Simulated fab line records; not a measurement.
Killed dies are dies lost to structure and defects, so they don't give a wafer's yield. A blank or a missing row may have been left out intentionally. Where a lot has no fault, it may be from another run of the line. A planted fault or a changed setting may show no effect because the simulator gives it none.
fab line records	flow nand_harc	part 1 of 2: steps 1 to 4 of 6
record: lots: 23	wafers: 69	last_day: 25
route steps=1159 shown A_STAIRCASE@693 A_SGD_CUT@767 A_SLIT@781
lots that met no fault: taken from a fault-free run of the same line
start_h: hours from the record's first day to the start of the lot's first wafer shown	wait_h: how many hours have passed since the lot's step before this one	" unchanged from the row above	L1.1+2: several wafers, shown together as one row	- value missing, or start not given	* or withheld: withheld	< > ~ a bound
route shown NAME@n: NAME is a module with steps in the file, n the number in the route of the first one	usual: mean/standard deviation of fault-free wafers	same: alike in all rows	chamber/n: place in a boat	sites: each site's reading	_std_site: standard deviation of those values	_edge_site: inner sites' mean taken away from outer sites' mean	radius_mm: how far each site lies from the wafer's centre	mask NAME#n: copy n	behind: the most recent tool/chamber to have shaped the wafer	hold: why the lot was held/for how many hours/how that ended	device: transistor that didn't switch, given as n, p or np	end of line: the route-end tests of the same wafers	for a step that has no rows: nothing shown but its recipe	killed: at the first sort, the dies lost to defects and structure; wafer yield is something else	map: shows each die of a wafer: x if killed, . if not, _ if none is there
set.NAME: setting as actually run; set.NAME@STEP: the setting as run at that earlier step	model.NAME: the simulator's own value behind a step, which no gauge read
a sample of lots followed through the steps of the route, with each step as a table and each wafer as a row
services: the hour from which a tool's chamber was out of use, counted from the record's first day as start_h (under 0 if before that day), plus the number of hours and why
== steps ==
step: NHARC_A_STAIRCASE_STRIP_316
recipe: o2_flow_sccm: 500	ar_flow_sccm: 0	bias_w: 0	chemistry: O2
usual: drypump_motor_current_A: 5.8/0.42	oes_product_au: 1.005/0.014	rf_vpp_V: 57.8/0.87	showerhead_plenum_p_Torr: 3.53/0.2	throttle_valve_pct: 17.037/0.0089
lot.wafer	tool	chamber	start_h	wait_h	drypump_motor_current_A	oes_product_au	rf_hours_counter_h	rf_vpp_V	showerhead_plenum_p_Torr	throttle_valve_pct
L074.3	rie_diel-12	3	-	-	6.0	1.016	20	56.6	3.32	17.042
L074.2	"	1	"	"	6.0	1.014	16	57.1	3.42	17.032
L074.5	"	2	"	"	6.2	1.007	-	57.8	3.32	17.032
L075.4	rie_diel-01	2	-	-	5.7	0.979	46	57.1	3.26	17.021
L075.3	"	0	"	"	5.4	0.991	40	58.5	3.28	17.041
L075.2	"	1	"	"	5.9	0.970	46	56.1	3.45	17.039
L077.3	rie_diel-13	0	-	-	5.5	1.034	63	58.3	3.77	17.038
L077.2	"	1	"	"	5.3	0.987	62	57.2	3.67	17.027
L077.6	"	2	"	"	6.5	1.019	-	58.8	3.30	17.029
L078.3	rie_diel-01	3	-	-	6.1	0.995	51	57.7	3.39	17.020
L078.1	"	0	"	"	5.4	1.007	41	57.4	3.28	17.024
L078.5	"	2	"	"	5.7	0.984	-	56.9	3.26	17.036
L076.3	rie_diel-12	1	-	-	6.1	1.010	24	56.3	3.42	17.051
L076.1	"	2	"	"	6.2	0.995	27	58.2	3.32	17.044
L076.6	"	2	"	"	6.2	1.000	-	57.6	3.32	17.027
L079.1	rie_diel-01	3	-	-	6.1	1.008	59	57.5	3.39	17.026
L079.5	"	3	"	"	6.1	1.004	-	57.2	3.39	17.048
L079.6	"	0	"	"	5.4	1.010	-	58.7	3.28	17.035
L080.4	rie_diel-13	3	-	-	6.3	1.008	12	58.5	3.67	17.017
L080.5	"	0	"	"	5.5	1.009	-	59.9	3.76	17.028
L080.6	"	1	"	"	5.3	1.001	-	58.6	3.67	17.037
L082.4	rie_diel-01	2	-	-	5.7	0.961	57	58.4	3.81	17.048
L082.1	"	0	"	"	5.4	0.998	54	56.6	3.28	17.038
L082.5	"	2	"	"	5.7	0.985	-	59.3	3.81	17.028
L083.2	rie_diel-12	3	-	-	6.0	1.019	37	56.5	3.31	17.033
L083.1	"	0	"	"	5.1	1.003	38	58.3	3.79	17.057
L083.6	"	0	"	"	5.1	0.990	-	58.6	3.79	17.039
L084.4	rie_diel-13	2	-	-	6.4	1.021	12	58.5	3.29	17.040
L084.3	"	3	"	"	6.3	1.010	15	58.7	3.67	17.032
L084.6	"	1	"	"	5.3	1.015	-	57.8	3.67	17.047
L081.4	rie_diel-12	3	-	-	6.0	1.022	38	56.9	3.31	17.032
L081.3	"	0	"	"	5.2	0.988	39	56.8	3.79	17.047
L081.6	"	2	"	"	6.2	1.008	-	56.6	3.31	17.046
L086.3	rie_diel-13	1	-	-	5.3	1.015	19	58.9	3.66	17.047
L086.2	"	3	"	"	6.3	1.014	24	58.7	3.66	17.041
L086.5	"	1	"	"	5.3	1.002	-	58.2	3.66	17.036
L087.4	rie_diel-13	3	-	-	6.3	0.998	25	56.4	3.66	17.027
L087.5	"	0	"	"	5.5	1.020	-	58.6	3.76	17.029
L087.6	"	1	"	"	5.3	1.016	-	57.2	3.66	17.041
L085.3	rie_diel-12	1	-	-	6.1	1.022	45	57.3	3.41	17.020
L085.2	"	2	"	"	6.2	1.003	49	56.5	3.31	17.035
L085.6	"	2	"	"	6.2	0.997	-	57.4	3.31	17.029
L088.2	rie_diel-12	3	-	-	6.0	1.018	49	57.5	3.31	17.043
L088.4	"	0	"	"	5.1	0.989	-	59.1	3.78	17.034
L088.5	"	2	"	"	6.2	1.000	-	57.3	3.30	17.067
L091.4	rie_diel-13	2	-	-	6.5	1.024	30	57.1	3.28	17.046
L091.5	"	3	"	"	6.3	1.014	-	57.6	3.65	17.042
L091.6	"	0	"	"	5.5	1.007	-	58.0	3.75	17.045
L090.3	rie_diel-01	3	-	-	6.0	0.993	17	58.6	3.37	17.056
L090.6	"	2	"	"	5.7	0.999	-	57.9	3.80	17.032
L090.5	"	3	"	"	6.0	0.990	-	55.9	3.37	17.045
L092.4	rie_diel-01	3	-	-	6.1	1.006	18	57.8	3.37	17.049
L092.3	"	0	"	"	5.4	0.997	18	59.1	3.80	17.038
L092.6	"	1	"	"	5.9	0.986	-	58.3	3.44	17.050
L094.4	rie_diel-13	2	-	-	6.5	1.003	33	56.2	3.28	17.026
L094.5	"	3	"	"	6.3	1.015	-	58.1	3.65	17.033
L094.6	"	0	"	"	5.5	1.000	-	57.4	3.75	17.040
L093.1	rie_diel-13	3	-	-	6.3	1.020	42	58.3	3.65	17.045
L093.4	"	0	"	"	5.5	1.007	41	59.1	3.75	17.054
L093.3	"	2	"	"	6.5	1.012	36	57.7	3.28	17.045
L095.1	rie_diel-13	2	-	-	6.5	1.017	38	57.5	3.28	17.046
L095.6	"	1	"	"	5.3	1.015	-	58.9	3.65	17.026
L095.5	"	2	"	"	6.4	1.019	-	58.3	3.28	17.036
L097.3	rie_diel-13	3	-	-	6.3	1.011	48	57.2	3.65	17.038
L097.1	"	0	"	"	5.5	1.012	47	58.1	3.74	17.024
L097.6	"	3	"	"	6.3	1.004	-	57.7	3.65	17.036
L096.4	rie_diel-13	3	-	-	6.3	1.015	50	57.7	3.65	17.037
L096.2	"	0	"	"	5.5	1.008	50	57.7	3.74	17.046
L096.1	"	2	"	"	6.4	1.021	45	58.6	3.28	17.035
step: NHARC_A_STAIRCASE_STRIP_476
recipe: time_s: 20	o2_flow_sccm: 500	ar_flow_sccm: 0	bias_w: 0	chemistry: O2
usual: drypump_motor_current_A: 5.8/0.39	oes_product_au: 1.004/0.015	rf_vpp_V: 57.8/0.83	showerhead_plenum_p_Torr: 3.53/0.2	throttle_valve_pct: 17.037/0.0096
lot.wafer	tool	chamber	start_h	wait_h	drypump_motor_current_A	oes_product_au	rf_hours_counter_h	rf_vpp_V	showerhead_plenum_p_Torr	throttle_valve_pct
L074.2	rie_diel-13	1	268.29	0.1	5.3	0.988	60	56.0	3.67	17.032
L074.3	"	3	"	"	6.3	1.009	65	58.1	3.68	17.064
L074.5	"	1	"	"	5.3	0.990	-	58.5	3.67	17.023
L075.2	rie_diel-01	1	278.31	0.1	5.9	0.981	47	56.6	3.45	17.044
L075.4	"	2	"	"	5.7	0.977	46	58.1	3.26	17.039
L075.3	"	3	"	"	6.1	0.997	49	58.0	3.39	17.045
L077.2	rie_diel-12	0	279.97	0.4	5.1	0.991	28	58.5	3.79	17.026
L077.3	"	1	"	"	6.1	1.022	21	57.1	3.42	17.038
L077.6	"	1	"	"	6.1	1.020	-	58.8	3.42	17.048
L078.1	rie_diel-01	3	284.17	0.1	6.1	0.998	54	57.7	3.39	17.039
L078.3	"	0	"	"	5.4	0.999	43	57.1	3.28	17.009
L078.5	"	2	"	"	5.7	0.975	-	57.4	3.26	17.042
L076.1	rie_diel-12	1	286.90	0.1	6.1	1.012	24	59.2	3.42	17.042
L076.3	"	3	"	"	6.0	1.023	29	58.0	3.32	17.032
L076.6	"	2	"	"	6.2	1.007	-	56.8	3.32	17.042
L079.1	rie_diel-12	1	298.19	0.1	6.1	1.016	29	57.6	3.41	17.047
L079.5	"	1	"	"	6.1	1.024	-	58.0	3.41	17.020
L079.6	"	2	"	"	6.2	1.005	-	56.6	3.31	17.036
L080.4	rie_diel-13	0	312.55	0.1	5.5	1.025	12	56.8	3.76	17.048
L080.5	"	2	"	"	6.5	1.026	-	57.6	3.29	17.036
L080.6	"	3	"	"	6.3	1.012	-	57.0	3.67	17.041
L082.4	rie_diel-12	3	316.24	0.1	6.0	1.003	38	56.9	3.31	17.044
L082.1	"	0	"	"	5.1	0.984	39	59.3	3.79	17.026
L082.5	"	3	"	"	6.0	1.017	-	58.6	3.31	17.035
L083.1	rie_diel-12	0	317.66	0.1	5.1	0.990	39	58.5	3.79	17.054
L083.2	"	2	"	"	6.2	1.017	38	56.7	3.31	17.040
L083.6	"	0	"	"	5.1	0.995	-	58.1	3.79	17.038
L084.4	rie_diel-13	1	318.78	0.1	5.3	1.003	13	58.4	3.66	17.044
L084.3	"	2	"	"	6.5	1.027	13	57.7	3.29	17.042
L084.6	"	1	"	"	5.3	1.005	-	57.9	3.66	17.038
L081.4	rie_diel-12	1	319.37	0.1	6.1	1.024	35	57.9	3.41	17.031
L081.3	"	2	"	"	6.2	1.012	39	58.1	3.31	17.042
L081.6	"	2	"	"	6.2	1.006	-	57.0	3.31	17.038
L086.3	rie_diel-12	2	339.64	0.2	6.2	1.015	48	58.3	3.31	17.034
L086.2	"	0	"	"	5.1	0.987	48	57.6	3.78	17.029
L086.5	"	2	"	"	6.2	1.004	-	57.1	3.31	17.031
L087.6	rie_diel-01	1	343.18	0.1	5.9	0.982	-	57.7	3.44	17.040
L087.5	"	3	"	"	6.1	1.003	-	57.6	3.38	17.044
L087.4	"	0	"	"	5.4	0.998	-	59.0	3.80	17.045
L085.3	rie_diel-13	0	343.54	0.1	5.5	1.017	27	58.4	3.76	17.022
L085.2	"	2	"	"	6.5	1.020	22	56.8	3.29	17.042
L085.6	"	3	"	"	6.3	1.007	-	57.1	3.66	17.031
L088.4	rie_diel-01	2	350.71	0.1	5.7	1.002	8	57.2	3.80	17.029
L088.2	"	3	"	"	6.1	0.991	9	57.3	3.38	17.045
L088.5	"	0	"	"	5.4	0.992	-	59.0	3.80	17.045
L091.4	rie_diel-13	0	364.33	0.1	5.5	1.010	33	57.1	3.75	17.034
L091.6	"	1	"	"	5.3	1.023	-	57.6	3.66	17.042
L091.5	"	2	"	"	6.5	1.014	-	56.9	3.28	17.018
L090.3	rie_diel-01	1	367.60	0.1	5.9	0.985	17	57.7	3.43	17.031
L090.6	"	3	"	"	6.1	0.979	-	57.3	3.37	17.035
L090.5	"	0	"	"	5.4	0.992	-	59.0	3.80	17.043
L092.3	rie_diel-01	3	369.98	0.1	6.1	0.993	18	57.0	3.37	17.034
L092.6	"	2	"	"	5.6	1.001	-	58.7	3.79	17.035
L092.4	"	3	"	"	6.1	0.982	-	57.4	3.37	17.045
L094.4	rie_diel-01	2	377.94	0.1	5.7	1.003	19	58.1	3.79	17.028
L094.5	"	1	"	"	5.9	0.986	-	57.5	3.43	17.049
L094.6	"	2	"	"	5.7	1.007	-	57.8	3.79	17.036
L093.4	rie_diel-01	0	384.56	0.1	5.4	0.998	24	60.6	3.79	17.023
L093.3	"	1	"	"	5.9	0.981	21	57.4	3.43	17.031
L093.1	"	2	"	"	5.6	1.006	21	58.3	3.79	17.033
L095.1	rie_diel-13	0	390.46	0.1	5.5	1.026	44	58.0	3.75	17.037
L095.6	"	3	"	"	6.3	1.010	-	59.4	3.65	17.035
L095.5	"	0	"	"	5.5	1.015	-	58.0	3.75	17.025
L097.1	rie_diel-12	1	402.66	0.1	6.1	1.017	4	57.8	3.40	17.023
L097.3	"	3	"	"	6.0	1.001	5	57.0	3.30	17.026
L097.6	"	2	"	"	6.2	0.991	-	57.5	3.30	17.029
L096.4	rie_diel-01	0	408.40	0.1	5.4	0.987	35	59.5	3.79	17.035
L096.2	"	2	"	"	5.7	0.998	33	58.1	3.78	17.049
L096.1	"	3	"	"	6.0	0.998	35	56.7	3.36	17.035
step: NHARC_A_STAIRCASE_DESCUM_443
recipe: time_s: 3	o2_flow_sccm: 200	ar_flow_sccm: 0	bias_power_w: 0	chemistry: O2
usual: drypump_motor_current_A: 5.8/0.4	oes_product_au: 1.003/0.014	rf_vpp_V: 57.9/0.94	showerhead_plenum_p_Torr: 1.92/0.12	throttle_valve_pct: 11.312/0.0094
lot.wafer	tool	chamber	start_h	wait_h	drypump_motor_current_A	oes_product_au	rf_hours_counter_h	rf_vpp_V	showerhead_plenum_p_Torr	throttle_valve_pct
L074.3	rie_diel-01	1	308.24	-	5.9	0.979	58	59.1	1.87	11.320
L074.2	"	3	"	"	6.1	1.008	63	56.0	1.83	11.312
L074.5	"	1	"	"	5.9	0.982	-	58.2	1.87	11.321
L075.4	rie_diel-13	1	314.28	-	5.3	1.006	10	57.2	1.99	11.312
L075.2	"	2	"	"	6.4	1.022	11	57.9	1.78	11.315
L075.3	"	0	"	"	5.5	1.010	12	59.0	2.05	11.315
L077.2	rie_diel-01	2	314.43	-	5.6	0.965	58	58.5	2.07	11.324
L077.3	"	0	"	"	5.4	0.996	55	55.5	1.77	11.320
L077.6	"	1	"	"	5.9	0.972	-	56.7	1.86	11.313
L078.3	rie_diel-13	3	319.15	-	6.3	0.999	16	58.9	1.99	11.285
L078.1	"	0	"	"	5.5	1.020	15	58.0	2.05	11.304
L078.5	"	3	"	"	6.3	1.008	-	58.3	1.99	11.315
L076.3	rie_diel-12	2	319.32	-	6.2	1.016	39	59.5	1.79	11.321
L076.1	"	0	"	"	5.1	0.991	40	58.6	2.06	11.323
L076.6	"	1	"	"	6.1	1.023	-	57.8	1.85	11.294
L079.1	rie_diel-01	3	338.59	-	6.0	0.994	3	58.5	1.83	11.306
L079.5	"	0	"	"	5.4	0.996	-	58.6	2.08	11.304
L079.6	"	1	"	"	5.9	0.980	-	58.0	1.86	11.315
L080.4	rie_diel-01	2	353.90	-	5.7	1.009	9	58.1	2.07	11.298
L080.6	"	2	"	"	5.6	0.994	-	58.3	2.07	11.324
L080.5	"	3	"	"	6.1	0.989	-	57.4	1.83	11.307
L084.3	rie_diel-13	3	354.08	-	6.3	1.019	31	56.6	1.99	11.312
L084.4	"	1	"	"	5.3	1.012	26	57.8	1.99	11.305
L084.6	"	3	"	"	6.3	1.013	-	58.3	1.99	11.323
L083.2	rie_diel-12	0	354.22	-	5.2	0.992	53	59.2	2.06	11.319
L083.1	"	2	"	"	6.2	1.002	53	57.8	1.78	11.294
L083.6	"	1	"	"	6.1	1.001	-	57.4	1.84	11.310
L082.4	rie_diel-01	2	355.46	-	5.7	0.995	10	58.9	2.07	11.305
L082.1	"	3	"	"	6.0	0.980	11	57.4	1.83	11.325
L082.5	"	2	"	"	5.7	0.989	-	58.5	2.07	11.298
L081.4	rie_diel-01	1	358.31	-	5.9	0.983	14	58.1	1.86	11.326
L081.3	"	2	"	"	5.7	1.012	12	57.6	2.07	11.313
L081.6	"	1	"	"	5.9	0.986	-	57.2	1.86	11.311
L087.4	rie_diel-13	3	377.72	-	6.3	1.020	38	58.6	1.99	11.318
L087.5	"	0	"	"	5.5	1.009	-	59.7	2.04	11.309
L087.6	"	1	"	"	5.3	1.010	-	58.1	1.99	11.307
L086.3	rie_diel-01	1	377.89	-	5.9	0.982	18	58.5	1.86	11.321
L086.2	"	3	"	"	6.0	0.995	21	58.5	1.82	11.316
L086.5	"	2	"	"	5.7	1.012	-	57.4	2.07	11.311
L085.2	rie_diel-12	3	378.08	-	6.0	1.011	61	58.5	1.78	11.297
L085.3	"	0	"	"	5.1	0.992	61	58.0	2.06	11.301
L085.6	"	1	"	"	6.1	0.995	-	57.8	1.84	11.295
L088.4	rie_diel-01	2	389.50	-	5.6	1.005	23	58.8	2.07	11.310
L088.2	"	0	"	"	5.4	0.999	26	59.4	2.07	11.321
L088.5	"	1	"	"	5.9	0.989	-	58.6	1.86	11.297
L091.4	rie_diel-13	1	401.43	-	5.3	1.014	43	58.3	1.98	11.314
L091.6	"	3	"	"	6.3	1.015	-	57.5	1.98	11.317
L091.5	"	0	"	"	5.5	1.008	-	57.5	2.04	11.324
L092.4	rie_diel-13	0	406.00	-	5.5	1.011	50	57.5	2.04	11.328
L092.3	"	1	"	"	5.3	1.018	45	59.4	1.98	11.311
L092.6	"	0	"	"	5.5	1.016	-	57.7	2.04	11.332
L090.3	rie_diel-01	1	406.23	-	5.9	0.963	30	58.5	1.85	11.332
L090.5	"	3	"	"	6.1	1.003	-	57.9	1.82	11.296
L090.6	"	0	"	"	5.4	1.000	-	59.3	2.07	11.315
L093.4	rie_diel-13	2	415.95	-	6.4	1.024	49	57.8	1.77	11.317
L093.3	"	3	"	"	6.3	1.011	54	56.9	1.98	11.313
L093.1	"	0	"	"	5.5	1.020	55	57.8	2.04	11.289
L094.4	rie_diel-12	3	416.11	-	6.0	0.998	11	56.6	1.78	11.325
L094.5	"	3	"	"	6.0	0.991	-	56.4	1.78	11.311
L094.6	"	0	"	"	5.2	1.018	-	58.3	2.05	11.297
L095.1	rie_diel-13	1	430.53	-	5.3	1.016	55	56.9	1.98	11.318
L095.5	"	2	"	"	6.4	1.020	-	57.1	1.76	11.309
L095.6	"	3	"	"	6.3	1.013	-	58.3	1.98	11.299
L097.1	rie_diel-12	2	443.71	-	6.2	1.010	17	57.0	1.77	11.323
L097.3	"	0	"	"	5.1	1.011	17	58.9	2.05	11.313
L097.6	"	3	"	"	6.0	0.990	-	58.2	1.78	11.316
L096.1	rie_diel-12	2	450.28	-	6.2	1.009	20	57.9	1.77	11.320
L096.2	"	0	"	"	5.1	1.017	22	59.1	2.05	11.294
L096.4	"	2	"	"	6.2	1.010	-	58.1	1.77	11.290
step: NHARC_A_STAIRCASE_CMP_450
recipe: target_thk_nm: 200	material: SiO2
usual: motor_current_A: 12.3/1.4	retaining_ring_pressure_frac: 1.000/0.0051
lot.wafer	tool	chamber	start_h	wait_h	motor_current_A	retaining_ring_pressure_frac
L074.3	cmp-01	2	311.41	-	12.2	0.995
L074.2	"	3	"	"	12.4	0.998
L074.5	"	3	"	"	12.3	1.001
L075.4	cmp-02	0	317.42	-	12.5	0.996
L075.3	"	1	"	"	13.6	1.003
L075.2	"	2	"	"	10.3	0.996
L077.3	cmp-03	1	317.63	-	10.6	1.003
L077.2	"	0	"	"	12.0	0.999
L077.6	"	1	"	"	10.3	1.006
L078.1	cmp-01	2	322.37	-	12.4	1.006
L078.3	"	3	"	"	12.4	1.003
L078.5	"	1	"	"	15.1	0.996
L076.1	cmp-02	1	322.52	-	12.6	0.995
L076.3	"	0	"	"	13.0	0.996
L076.6	"	1	"	"	13.3	0.995
L079.1	cmp-01	2	341.74	-	12.2	1.008
L079.6	"	0	"	"	11.5	1.001
L079.5	"	1	"	"	14.7	1.000
L080.4	cmp-01	0	357.06	-	11.5	0.994
L080.5	"	3	"	"	12.8	0.993
L080.6	"	0	"	"	10.9	0.999
L084.3	cmp-01	2	357.25	-	12.4	1.008
L084.4	"	0	"	"	11.6	1.009
L084.6	"	3	"	"	12.3	1.002
L083.1	cmp-02	1	357.37	-	13.8	1.011
L083.2	"	2	"	"	10.7	1.017
L083.6	"	0	"	"	12.1	1.003
L082.4	cmp-02	2	358.75	-	10.7	0.996
L082.1	"	3	"	"	12.4	0.999
L082.5	"	1	"	"	13.7	0.994
L081.3	cmp-02	1	361.84	-	13.2	1.005
L081.4	"	3	"	"	12.3	1.003
L081.6	"	2	"	"	11.2	0.993
L087.4	cmp-01	3	381.14	-	13.0	0.995
L087.5	"	1	"	"	15.0	1.002
L087.6	"	2	"	"	12.9	1.002
L086.3	cmp-02	3	381.20	-	12.5	0.999
L086.2	"	1	"	"	13.6	1.002
L086.5	"	3	"	"	12.3	1.003
L085.2	cmp-02	2	381.40	-	10.5	1.002
L085.3	"	1	"	"	13.2	0.996
L085.6	"	2	"	"	10.9	0.997
L088.2	cmp-03	3	392.75	-	11.3	1.004
L088.4	"	1	"	"	10.9	0.997
L088.5	"	3	"	"	10.9	0.995
L091.4	cmp-01	0	404.58	-	10.8	1.004
L091.5	"	3	"	"	11.7	0.998
L091.6	"	0	"	"	10.9	1.003
L092.4	cmp-03	3	409.45	-	11.1	0.999
L092.3	"	0	"	"	12.1	0.995
L092.6	"	2	"	"	10.7	1.006
L090.3	cmp-01	3	409.73	-	12.4	0.999
L090.6	"	1	"	"	15.2	0.989
L090.5	"	2	"	"	12.7	0.997
L093.1	cmp-02	1	419.10	-	13.7	1.010
L093.3	"	3	"	"	12.7	1.000
L093.4	"	0	"	"	12.9	0.999
L094.4	cmp-03	0	419.27	-	12.4	0.991
L094.5	"	2	"	"	10.3	1.000
L094.6	"	3	"	"	11.1	0.997
L095.1	cmp-01	3	434.43	-	11.6	1.000
L095.5	"	1	"	"	14.4	1.002
L095.6	"	2	"	"	12.4	1.002
L097.1	cmp-01	1	446.95	-	15.1	1.000
L097.3	"	2	"	"	12.7	0.995
L097.6	"	0	"	"	10.8	1.002
L096.2	cmp-02	2	453.53	-	10.9	0.998
L096.4	"	3	"	"	12.6	1.003
L096.1	"	1	"	"	13.6	0.999
